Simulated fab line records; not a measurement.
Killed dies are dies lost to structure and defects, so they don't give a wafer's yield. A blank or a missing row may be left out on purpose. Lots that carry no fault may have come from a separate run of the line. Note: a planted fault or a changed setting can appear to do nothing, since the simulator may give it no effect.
fab line records ; flow n5Finfet
record lots=6; wafers=18; lastDay=17
route steps=1938 shown MOL_CONTACT_COAG@532 BEOL_M4@1111 PASSIVATION@1936
lots untouched by any fault: they come from a run of this same line in which no faults occurred
startH: hours from the record's first day to the start of the lot's first wafer shown ; waitH: how many hours have passed since the lot's step before this one ; " same as the row above ; L1.1+2: one row covering several wafers at once ; - value missing, or start not given ; * or withheld: withheld ; < > ~ a bound
route shown NAME@n: names a module that has steps shown in the file, with the first one's number in the route ; usual: mean and standard deviation over wafers with no fault ; same: alike in all rows ; chamber/n: place in a boat ; sites: the reading at each site ; _std_site: their standard deviation ; _edge_site: outer sites' mean less inner sites' ; radiusMm: how far each site lies from the wafer's centre ; mask NAME#n: copy n ; behind: the last tool/chamber to shape the wafer ; hold: the reason the lot was held/the length of the hold in hours/how it ended ; device: the n, p or np transistor that did not switch ; end of line: the route-end tests of the same wafers ; step lacking rows: just its recipe ; killed: the dies lost at the first sort to structure and to defects; this is not the yield of the wafer ; map: dies across one wafer; x = killed, . = not, _ = none there
set.NAME: the run value of the setting; set.NAME@STEP: its run value at that earlier step ; model.NAME: the simulator's own value behind a step, which no gauge read
certain route steps with their lots: each step a table, each wafer a row
services: the hour from which a tool's chamber was out of use, counted from the record's first day as startH (under 0 if before that day), plus the number of hours and why
## steps
# step N5_MOL_CONTACT_COAG_ETCH_106
# recipe chemistry=N2/H2; target=SOC; targetDepthA=800; overetchA=160; maskMaterial=SiARC; tempC=40; timeS=120; ionEnergyEv=200; pressureMtorr=30; sourceW=840; biasW=150; n2FlowSccm=200; h2FlowSccm=200
# usual drypumpMotorCurrentA=5.6/0.4; oesProductAu=0.70/0.075; rfVppV=523.0/1.9; showerheadPlenumPTorr=2.51/0.072; throttleValvePct=17.88/0.26
lot.wafer;tool;chamber;startH;waitH;drypumpMotorCurrentA;oesProductAu;rfHoursCounterH;rfVppV;showerheadPlenumPTorr;throttleValvePct
L384.1;rieDiel-06;2;106.35;0.0;5.5;0.68;160;522.9;2.57;18.29
L384.4;rieDiel-06;0;106.35;0.0;5.7;0.61;228;521.7;2.53;18.00
L384.5;rieDiel-06;0;106.35;0.0;5.7;0.61;-;521.6;2.53;18.00
L386.2;rieDiel-04;0;119.74;0.0;6.1;0.66;192;525.7;2.64;17.90
L386.3;rieDiel-04;3;119.74;0.0;5.5;0.71;101;521.1;2.42;17.39
L386.6;rieDiel-04;2;119.74;0.0;6.0;0.64;-;524.3;2.51;17.65
L395.1;rieDiel-02;3;171.83;0.0;5.2;0.77;45;523.2;2.50;18.09
L395.2;rieDiel-02;2;171.83;0.0;4.8;0.68;176;525.9;2.65;17.83
L395.3;rieDiel-02;1;171.83;0.0;5.7;0.64;197;521.2;2.41;17.61
L396.2;rieDiel-04;1;178.77;0.0;5.1;0.67;152;520.2;2.45;18.39
L396.4;rieDiel-04;0;178.77;0.0;6.1;0.65;214;526.4;2.63;17.91
L396.6;rieDiel-04;2;178.77;0.0;6.0;0.63;-;524.8;2.50;17.70
L400.1;rieDiel-04;1;204.49;0.0;5.1;0.66;162;522.0;2.45;18.42
L400.3;rieDiel-04;3;204.49;0.0;5.5;0.68;132;520.5;2.41;17.46
L400.6;rieDiel-04;1;204.49;0.0;5.1;0.67;-;522.8;2.45;18.41
L402.1;rieDiel-02;2;213.30;0.0;4.8;0.66;190;526.4;2.64;17.85
L402.3;rieDiel-02;0;213.30;0.0;5.9;0.63;240;527.0;2.61;17.71
L402.4;rieDiel-02;1;213.30;0.0;5.7;0.64;210;521.1;2.41;17.63
# step N5_MOL_CONTACT_COAG_STRIP_107
# recipe chemistry=N2/H2; tempC=40; n2FlowSccm=200; h2FlowSccm=200; rfFrequencyHz=6e+07
# step N5_MOL_CONTACT_COAG_STRIP_108
# recipe chemistry=N2/H2; tempC=40; n2FlowSccm=200; h2FlowSccm=200; rfFrequencyHz=6e+07
# step N5_MOL_CONTACT_COAG_CONTACT_ETCH_14
# recipe chemistry=C4F6/O2; target=SiO2; targetDepthA=275; overetchA=85; maskMaterial=SOC; pressureMtorr=30; sourceW=370; biasW=185; Ar_flow_sccm=300; C4F6_flow_sccm=16; O2_flow_sccm=10; timeS=20; ionEnergyEv=259.6
# usual drypumpMotorCurrentA=5.6/0.4; oesProductAu=0.67/0.072; rfVppV=691.4/2.7; showerheadPlenumPTorr=2.85/0.064; throttleValvePct=21.31/0.2
lot.wafer;tool;chamber;startH;waitH;drypumpMotorCurrentA;oesProductAu;rfHoursCounterH;rfVppV;showerheadPlenumPTorr;throttleValvePct
L384.1;rieDiel-06;2;106.45;0.0;5.5;0.65;160;693.4;2.86;21.41
L384.4;rieDiel-06;0;106.45;0.0;5.7;0.58;229;691.5;2.86;21.43
L384.5;rieDiel-06;0;106.45;0.0;5.7;0.58;-;691.2;2.86;21.42
L386.2;rieDiel-04;0;119.84;0.0;6.1;0.63;192;694.9;2.97;21.23
L386.3;rieDiel-04;3;119.84;0.0;5.5;0.67;101;689.3;2.83;21.46
L386.6;rieDiel-04;2;119.84;0.0;6.0;0.62;-;691.7;2.86;21.24
L395.1;rieDiel-02;3;171.93;0.0;5.2;0.74;45;691.3;2.82;21.41
L395.2;rieDiel-02;2;171.93;0.0;4.8;0.64;176;697.3;2.93;20.95
L395.3;rieDiel-02;1;171.93;0.0;5.6;0.61;197;687.9;2.72;20.95
L396.2;rieDiel-04;1;178.87;0.0;5.1;0.64;152;687.5;2.79;21.73
L396.4;rieDiel-04;0;178.87;0.0;6.1;0.61;214;695.9;2.96;21.27
L396.6;rieDiel-04;2;178.87;0.0;6.0;0.60;-;691.7;2.85;21.27
L400.1;rieDiel-04;1;204.59;0.0;5.1;0.63;162;689.8;2.78;21.75
L400.3;rieDiel-04;3;204.59;0.0;5.5;0.66;132;690.2;2.82;21.51
L400.6;rieDiel-04;1;204.59;0.0;5.1;0.64;-;688.3;2.78;21.75
L402.1;rieDiel-02;2;213.41;0.0;4.9;0.64;190;695.3;2.93;20.98
L402.3;rieDiel-02;0;213.41;0.0;5.9;0.60;240;695.6;2.96;21.19
L402.4;rieDiel-02;1;213.41;0.0;5.7;0.61;210;687.6;2.72;20.98
# step N5_MOL_CONTACT_COAG_STRIP_109
# recipe chemistry=C4F6/O2; resist=SiARC; rfFrequencyHz=6e+07
# step N5_MOL_CONTACT_COAG_ETCH_15
# recipe chemistry=CH3F/O2; target=SiNx; targetDepthA=70; maskMaterial=SOC; stopOn=Si:P; overEtchFrac=0.75; ionEnergyEv=120; pressureMtorr=30; sourceW=395; biasW=73; Ar_flow_sccm=150; CH3F_flow_sccm=30; O2_flow_sccm=20
# usual drypumpMotorCurrentA=5.6/0.4; oesProductAu=0.57/0.062; rfVppV=294/11; showerheadPlenumPTorr=1.97/0.047; throttleValvePct=16.38/0.15
lot.wafer;tool;chamber;startH;waitH;drypumpMotorCurrentA;oesProductAu;rfHoursCounterH;rfVppV;showerheadPlenumPTorr;throttleValvePct
L384.1;rieDiel-06;2;106.48;0.0;5.5;0.56;160;304;1.99;16.52
L384.4;rieDiel-06;0;106.48;0.0;5.7;0.49;229;276;1.98;16.49
L384.5;rieDiel-06;0;106.48;0.0;5.7;0.49;-;278;1.98;16.52
L386.2;rieDiel-04;0;119.87;0.0;6.1;0.54;192;290;2.07;16.36
L386.3;rieDiel-04;3;119.87;0.0;5.5;0.58;101;294;1.96;16.46
L386.6;rieDiel-04;2;119.87;0.0;6.0;0.53;-;284;1.98;16.33
L395.1;rieDiel-02;3;171.97;0.0;5.2;0.63;45;296;1.95;16.38
L395.2;rieDiel-02;2;171.97;0.0;4.8;0.55;176;293;2.04;16.16
L395.3;rieDiel-02;1;171.97;0.0;5.7;0.52;197;288;1.89;16.15
L396.2;rieDiel-04;1;178.91;0.0;5.1;0.55;152;290;1.93;16.70
L396.4;rieDiel-04;0;178.91;0.0;6.1;0.53;214;290;2.06;16.40
L396.6;rieDiel-04;2;178.91;0.0;6.0;0.52;-;286;1.97;16.39
L400.1;rieDiel-04;1;204.62;0.0;5.1;0.54;162;290;1.92;16.70
L400.3;rieDiel-04;3;204.62;0.0;5.5;0.57;132;293;1.95;16.50
L400.6;rieDiel-04;1;204.62;0.0;5.1;0.55;-;289;1.92;16.71
L402.1;rieDiel-02;2;213.44;0.0;4.8;0.55;190;292;2.04;16.19
L402.3;rieDiel-02;0;213.44;0.0;5.9;0.52;240;305;2.05;16.32
L402.4;rieDiel-02;1;213.44;0.0;5.7;0.52;210;290;1.88;16.17
# step N5_MOL_CONTACT_COAG_ETCH_110
# recipe chemistry=CF4/O2; target=Si; targetDepthA=25; timeS=8; pressureMtorr=100; sourceW=200; biasW=12; ionEnergyEv=60; Ar_flow_sccm=100; cf4FlowSccm=100; O2_flow_sccm=10
# step N5_MOL_CONTACT_COAG_STRIP_98
# recipe chemistry=N2/H2; powerW=500; tempC=40; pressureMtorr=50; rfFrequencyHz=6e+07; overashFraction=0.3; biasPowerW=8; h2Frac=0.5; n2FlowSccm=300; h2FlowSccm=300
# step N5_MOL_CONTACT_COAG_CD_MEAS_99
# recipe targetCdNm=17.2; polarity=opening
# usual cdNm=17.3/0.43
lot.wafer;tool;chamber;startH;waitH;cdNm
L384.1;cdSem-02;-;106.66;-;17.3
L384.4;cdSem-02;-;106.66;-;17.6
L384.5;cdSem-02;-;106.66;-;17.4
L386.2;cdSem-01;-;120.05;-;17.3
L386.3;cdSem-01;-;120.05;-;17.0
L386.6;cdSem-01;-;120.05;-;17.3
L395.1;cdSem-01;-;172.14;-;16.9
L395.2;cdSem-01;-;172.14;-;17.5
L395.3;cdSem-01;-;172.14;-;16.1
L396.2;cdSem-03;-;179.09;-;17.5
L396.4;cdSem-03;-;179.09;-;17.8
L396.6;cdSem-03;-;179.09;-;17.8
L400.1;cdSem-02;-;204.80;-;16.7
L400.3;cdSem-02;-;204.80;-;17.0
L400.6;cdSem-02;-;204.80;-;16.8
L402.1;cdSem-01;-;213.62;-;17.1
L402.3;cdSem-01;-;213.62;-;16.7
L402.4;cdSem-01;-;213.62;-;16.7
# step N5_MOL_CONTACT_COAG_IMPLANT_129
# recipe species=Ge; energyKev=3; doseCm2=6e+14; tiltDeg=0; rotationDeg=0
# step N5_MOL_CONTACT_COAG_PRECLEAN_111
# recipe chemistry=NF3:NH3; afsCycles=1; tempC=30; timeS=20; sublimationTempC=180; sublimationTimeS=60; pressureTorr=3; rfPowerW=30
# step N5_MOL_CONTACT_COAG_TI_SIL_19
# recipe material=Ti; targetThkA=42; tempC=200; chamberPressurePa=5; powerW=5000; timeS=15
# usual throttleValvePct=29.5/1
lot.wafer;tool;chamber;startH;waitH;throttleValvePct
L384.1;pvdSputter-03;-;107.41;0.5;27.7
L384.4;pvdSputter-03;-;107.41;0.5;29.5
L384.5;pvdSputter-03;-;107.41;0.5;27.3
L386.2;pvdSputter-02;-;122.01;0.4;30.4
L386.3;pvdSputter-02;-;122.01;0.4;29.2
L386.6;pvdSputter-02;-;122.01;0.4;29.2
L395.1;pvdSputter-01;-;173.31;0.4;30.1
L395.2;pvdSputter-01;-;173.31;0.4;31.9
L395.3;pvdSputter-01;-;173.31;0.4;28.2
L396.2;pvdSputter-02;-;179.56;0.1;30.3
L396.4;pvdSputter-02;-;179.56;0.1;30.0
L396.6;pvdSputter-02;-;179.56;0.1;30.4
L400.1;pvdSputter-02;-;205.75;0.2;29.4
L400.3;pvdSputter-02;-;205.75;0.2;30.4
L400.6;pvdSputter-02;-;205.75;0.2;29.0
L402.1;pvdSputter-02;-;214.23;0.3;29.3
L402.3;pvdSputter-02;-;214.23;0.3;30.6
L402.4;pvdSputter-02;-;214.23;0.3;29.9
# step N5_MOL_CONTACT_COAG_ALD_20
# recipe material=TiN; targetThkA=15; tempC=400; aldPrecursorFamily=TiCl4; aldCoReactant=NH3; pulseTimeS=1; purgeTimeS=3; coReactantPurgeTimeS=2; coReactantPulseTimeS=2; aldCycles=68; pressureTorr=3
# usual aldCycles=68/0; heaterPowerOuterW=565/70; heaterPowerW=931/99; precursorPulseHeightRel=1.000/0.019
lot.wafer;tool;chamber;startH;waitH;aldCycles;heaterPowerOuterW;heaterPowerW;precursorPulseHeightRel;model.TiN_of_MOL_CONTACT_COAG_ALD_20.thkNm
L384.1;aldMetal-04;1;107.53;0.1;68;599;930;0.991;1.6
L384.4;aldMetal-04;0;107.53;0.1;68;483;888;0.954;1.6
L384.5;aldMetal-04;0;107.53;0.1;68;475;867;1.012;1.6
L386.2;aldMetal-04;0;122.13;0.1;68;496;886;1.006;1.6
L386.3;aldMetal-04;2;122.13;0.1;68;612;1018;1.010;1.6
L386.6;aldMetal-04;3;122.13;0.1;68;478;768;0.988;1.4
L395.1;aldMetal-04;3;173.43;0.1;44;472;781;0.997;1
L395.2;aldMetal-04;0;173.43;0.1;44;495;877;1.000;1
L395.3;aldMetal-04;1;173.43;0.1;44;592;930;0.993;1
L396.2;aldMetal-04;0;179.68;0.1;44;498;897;0.977;1
L396.4;aldMetal-04;1;179.68;0.1;44;602;906;1.030;1
L396.6;aldMetal-04;0;179.68;0.1;44;481;880;1.020;1
L400.1;aldMetal-03;3;205.87;0.1;68;621;965;0.998;1.6
L400.3;aldMetal-03;0;205.87;0.1;68;574;953;0.995;1.6
L400.6;aldMetal-03;0;205.87;0.1;68;559;929;1.007;1.6
L402.1;aldMetal-01;3;214.35;0.1;68;573;949;1.006;1.4
L402.3;aldMetal-01;2;214.35;0.1;68;605;1015;1.015;1.4
L402.4;aldMetal-01;0;214.35;0.1;68;728;1159;0.978;1.6
# step N5_MOL_CONTACT_COAG_SIL_ANNEAL_21
# recipe tempC=550; timeS=60; ambient=N2
# usual lampPowerPct=7.0/1; wafer_temp_C_max=553.5/0.66
lot.wafer;tool;chamber;startH;waitH;lampPowerPct;wafer_temp_C_max
L384.1;rtpAnneal-02;0;107.92;0.2;5.8;555.1
L384.4;rtpAnneal-02;0;107.92;0.2;5.8;553.0
L384.5;rtpAnneal-02;0;107.92;0.2;5.8;553.3
L386.2;rtpAnneal-01;0;122.54;0.2;7.9;554.6
L386.3;rtpAnneal-01;0;122.54;0.2;7.9;554.1
L386.6;rtpAnneal-01;0;122.54;0.2;7.9;553.0
L395.1;rtpAnneal-02;0;-;-;5.8;553.7
L395.2;rtpAnneal-02;0;-;-;5.8;553.9
L395.3;rtpAnneal-02;0;-;-;5.8;554.4
L396.2;rtpAnneal-01;0;-;-;7.9;553.0
L396.4;rtpAnneal-01;0;-;-;7.9;555.2
L396.6;rtpAnneal-01;0;-;-;7.9;553.9
L400.1;rtpAnneal-01;0;206.24;0.2;7.9;554.2
L400.3;rtpAnneal-01;0;206.24;0.2;7.9;553.2
L400.6;rtpAnneal-01;0;206.24;0.2;7.9;553.0
L402.1;rtpAnneal-01;0;214.78;0.3;7.9;553.5
L402.3;rtpAnneal-01;0;214.78;0.3;7.9;553.3
L402.4;rtpAnneal-01;0;214.78;0.3;7.9;553.3
# step N5_BEOL_M4_RC_MEAS_101
# usual DIBL_N=37.3/2.3; DIBL_P=37.4/2.9; IOFF_N=0.18/0.045; IOFF_P=0.25/0.054; ION_N=679/15; ION_P=468/9.7; SS_N=71.8/0.62; SS_P=73.6/0.76; VT_N=248/4.1; VT_P=-248/3.6
lot.wafer;tool;chamber;startH;waitH;DIBL_N[mV/V];DIBL_P[mV/V];IOFF_N[nA/um];IOFF_P[nA/um];ION_N[uA/um];ION_P[uA/um];SS_N[mV/dec];SS_P[mV/dec];VT_N[mV];VT_P[mV]
L384.1;prober-01;0;189.07;0.0;31.8;30.7;0.08;0.13;643;443;70.8;71.7;259;-255
L384.4;prober-01;0;189.07;0.0;36.7;38.2;0.16;0.24;678;472;72.2;72.8;252;-248
L384.5;prober-01;0;189.07;0.0;34.5;35.6;0.13;0.18;667;467;71.2;72.9;251;-248
L386.2;prober-02;0;195.51;0.2;36.6;36.5;0.16;0.19;685;467;71.4;73.1;250;-252
L386.3;prober-02;0;195.51;0.2;36.4;37.9;0.15;0.21;662;459;71.6;74.0;253;-252
L386.6;prober-02;0;195.51;0.2;38.1;38.0;0.18;0.22;683;455;71.7;73.8;251;-253
L395.1;prober-01;0;241.89;0.0;39.3;41.0;0.21;0.29;693;479;72.9;74.2;247;-246
L395.2;prober-01;0;241.89;0.0;39.4;41.4;0.20;0.29;695;476;72.3;74.6;247;-247
L395.3;prober-01;0;241.89;0.0;36.3;36.9;0.14;0.21;662;460;72.1;73.8;253;-251
L396.2;prober-01;0;262.46;0.2;36.2;34.5;0.16;0.22;669;462;71.3;73.0;248;-248
L396.4;prober-01;0;262.46;0.2;37.2;37.1;0.18;0.26;674;463;71.6;73.6;248;-244
L396.6;prober-01;0;262.46;0.2;43.3;43.2;0.35;0.41;720;493;73.3;75.6;239;-240
L400.1;prober-02;0;274.50;0.0;37.5;36.1;0.14;0.21;661;460;71.6;73.9;252;-252
L400.3;prober-02;0;274.50;0.0;37.7;35.9;0.15;0.21;648;447;72.1;73.1;256;-251
L400.6;prober-02;0;274.50;0.0;37.0;35.5;0.14;0.21;665;464;71.4;73.7;252;-252
L402.1;prober-02;0;295.73;0.0;36.8;36.7;0.16;0.20;677;458;71.4;73.5;249;-253
L402.3;prober-02;0;295.73;0.0;34.5;34.0;0.11;0.16;647;445;71.7;73.0;257;-256
L402.4;prober-02;0;295.73;0.0;37.9;37.0;0.18;0.20;688;465;72.3;72.4;247;-251
# step N5_PASSIVATION_PROBE_49
# usual defectLimitedYield=91.3/1.5; killed_at_M0_to_M3=35/8.7; killed_at_M4_up=14/5.5; killedAtContacts=11/5.6; killedAtFrontEnd=39/13; killedAtOther=3.7/2.2; killedDies=103/18; killedOpen=69/14; killedShort=33/7.8; sort_bin_4_leakage=0.02/0.15; sort_bin_5_function=5.1/0.99; sort_bin_6_memory=3.3/0.67; sort_bin_8_speed=0.02/0.17; sortNPass=1077/18; sortYieldPct=91.2/1.5
# same grossDies=1180; killedAtBackSide=0
lot.wafer;tool;chamber;startH;waitH;defectLimitedYield[%];killed_at_M0_to_M3;killed_at_M4_up;killedAtContacts;killedAtFrontEnd;killedAtOther;killedDies;killedOpen;killedShort;sort_bin_4_leakage[%];sort_bin_5_function[%];sort_bin_6_memory[%];sort_bin_8_speed[%];sortNPass;sortYieldPct[%]
L384.1;prober-01;-;281.86;0.0;90.5;36;13;8;49;6;112;67;42;0;5.5;3.8;2.03;1044;88.5
L384.4;prober-01;-;282.01;0.2;90.3;38;16;9;49;2;114;77;36;0;4.9;4.2;0;1066;90.3
L384.5;prober-01;-;282.06;0.2;90.8;39;11;7;45;6;108;63;44;0;5.2;3.6;0;1072;90.8
# killed by level:class
L384.1 BEOL_M0_SAQP:geometricParticle:short=14 BEOL_M0_SAQP:geometricParticle:open=11 STI_FIN_REVEAL:geometricParticle:open=10 FIN_SAQP:geometricParticle:open=8 GATE_CUT:geometricParticle:short=6 DUMMY_GATE:geometricParticle:open=5 MOL_CONTACT_COAG:geometricParticle:open=5 GATE_CUT:geometricParticle:open=4
L384.4 STI_FIN_REVEAL:geometricParticle:open=15 BEOL_M0_SAQP:geometricParticle:short=10 GATE_CUT:geometricParticle:short=8 BEOL_M0_SAQP:geometricParticle:open=8 BEOL_M3:geometricParticle:open=8 MOL_CONTACT_COAG:geometricParticle:open=7 FIN_SAQP:geometricParticle:open=6 BEOL_M4:geometricParticle:open=6
L384.5 FIN_SAQP:geometricParticle:open=14 FIN_SAQP:geometricParticle:short=10 BEOL_M0_SAQP:geometricParticle:short=9 GATE_CUT:geometricParticle:short=7 BEOL_M0_SAQP:geometricParticle:open=7 BEOL_M3:geometricParticle:open=7 MOL_CONTACT_COAG:geometricParticle:open=6 STI_FIN_REVEAL:geometricParticle:open=5
## services
tool;chamber;startH;hours;kind
aldMetal-03;-;95.11;6.0;pm
pvdSputter-01;-;98.79;7.4;repair
pvdSputter-01;-;108.92;5.7;repair
aldMetal-04;-;132.24;8.7;pm
rieDiel-06;2;148.52;29.0;repair
pvdSputter-01;-;166.67;1.7;repair
rieDiel-02;3;166.84;4.9;repair
rieDiel-02;-;177.25;2.8;pm
rieDiel-06;0;177.60;-;clean
rieDiel-06;0;177.60;-;consumableReplace:focusRing
rieDiel-06;0;177.60;13.5;scheduledDown
rieDiel-06;0;177.60;13.5;ventCycle
rieDiel-04;2;179.58;5.0;repair
rieDiel-02;0;197.42;3.8;repair
## key
firstSign step=N5_MOL_CONTACT_COAG_ALD_20; reading=aldCycles; direction=down; sigmas=99+; usual=*; struck=*
effect none on later readings
modelEffect step=N5_MOL_CONTACT_COAG_ALD_20; value=TiN_of_MOL_CONTACT_COAG_ALD_20.thkNm; without=1.467; struck=1
metAt N5_MOL_CONTACT_COAG_ALD_20
struckWafers L395.1,L395.2,L395.3,L396.2,L396.4,L396.6
onsetBetween 122.13 173.43
fault kind=processParameterDrift; tool=aldMetal-04; chamber=-; onsetH=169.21; steps=N5_MOL_CONTACT_COAG_ALD_20; channel=aldCycles; offset=*; shape=step; endH=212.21; actsIn=*; stated=*
